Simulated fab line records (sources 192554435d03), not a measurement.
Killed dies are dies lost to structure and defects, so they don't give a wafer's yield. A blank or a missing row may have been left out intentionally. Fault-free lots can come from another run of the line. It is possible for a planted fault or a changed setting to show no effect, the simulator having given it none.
Split-lot study ; flow n5 finfet ; 7 lots, 21 wafers read, on a route of 1938 steps

== THE SPLIT ==
At N5_GATE_CUT_COAT_35 (time 60 s, resist thk 10 nm), the setting spin rpm was moved away from the recipe's 1500 rpm on 7 of the 21 wafers read, by -10.4% to +10.9%. All remaining wafers had this setting at the recipe value.

Reading taken at the split's own step.

== THE READING ==
SiARC_of_GATE_CUT_COAT_35.thk nm (the simulator's own value, which no gauge read), in nm, at N5_GATE_CUT_COAT_35 (time 60 s, resist thk 10 nm). There is no usual value for it anywhere in the file.

wafer;tool, chamber at the split;spin rpm as run, rpm;against the recipe;SiARC_of_GATE_CUT_COAT_35.thk nm, nm;against lot-mates on the recipe
L080.1;litho track-03, 0;1500;recipe;10;-
L080.5;litho track-03, 0;1500;recipe;10;-
L080.2;litho track-03, 0;1577;+5.1%;9.8;-0.2
L087.1;litho track-02, 0;1663;+10.9%;9.4;-0.6
L087.2;litho track-02, 0;1663;+10.9%;9.4;-0.6
L087.4;litho track-02, 0;1500;recipe;10;-
L090.1;litho track-03, 0;1500;recipe;10;-
L090.5;litho track-03, 0;1500;recipe;10;-
L090.6;litho track-03, 0;1349;-10.1%;10.6;+0.6
L091.1;litho track-03, 0;1500;recipe;10;-
L091.6;litho track-03, 0;1500;recipe;10;-
L091.5;litho track-03, 0;1344;-10.4%;10.6;+0.6
L093.1;litho track-03, 0;1500;recipe;10;-
L093.2;litho track-03, 0;1500;recipe;10;-
L093.5;litho track-03, 0;1500;recipe;10;-
L095.1;litho track-04, 0;1500;recipe;10;-
L095.3;litho track-04, 0;1355;-9.7%;10.6;+0.6
L095.6;litho track-04, 0;1355;-9.7%;10.6;+0.6
L096.1;litho track-03, 0;1500;recipe;10;-
L096.3;litho track-03, 0;1500;recipe;10;-
L096.6;litho track-03, 0;1500;recipe;10;-

FIT RESULTS
A straight line over all 21 wafers: SiARC_of_GATE_CUT_COAT_35.thk nm changes by -0.0573 nm for each +1% of spin rpm; r = -1.00; the points scatter about the line by 0.025 nm.
The same after taking each lot's own level away (the mean of its wafers on the recipe; 21 wafers): -0.0573 nm for each +1%; r = -1.00; scatter 0.025 nm.
On that fit, the largest move of spin rpm shifts the reading by 0.62 nm.
The lots' own levels span 10.00 to 10.00 nm.
So the lot-to-lot level changes the slope little: the two slopes agree.
Check: -0.615 nm against its lot-mates is what the line predicts for one of the wafers moved furthest among these (+10.9%) when that wafer is left out of the fit. Against them it came out at -0.6 nm.

== THE OTHER SPLITS THESE WAFERS WENT THROUGH ==
Before the reading, these wafers also passed through other splits. Each is held against what the fit with the lots' levels taken away leaves over:
other split on the same wafers;wafers away from the commonest value;r with SiARC_of_GATE_CUT_COAT_35.thk nm (lot level and that fit taken away)
N5_PMOS_HMC_CHANNEL_EPI_PEB_07 peb temp c;9;+0.21
N5_PMOS_HMC_CHANNEL_EPI_ETCH_32 bias w;8;-0.36
N5_FIN_SAQP_ETCH_34 source w;9;-0.04
N5_FIN_SAQP_FIN_ETCH_36 icp w;7;+0.12
N5_FIN_CUT_ETCH_21 time s;9;-0.20
N5_DUMMY_GATE_PECVD_30 time s;7;-0.05
N5_SD_EPI_P_EXPOSE_06 dose mj;9;-0.04
N5_SD_EPI_P_DESCUM_14 time s;5;+0.15
N5_HKMG_FIN_EXPOSE_09 dose mj;4;-0.03

== FILE'S OWN FIT ==
SiARC_of_GATE_CUT_COAT_35.thk nm changes by -0.0573 nm for each +1% of spin rpm, r = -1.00.
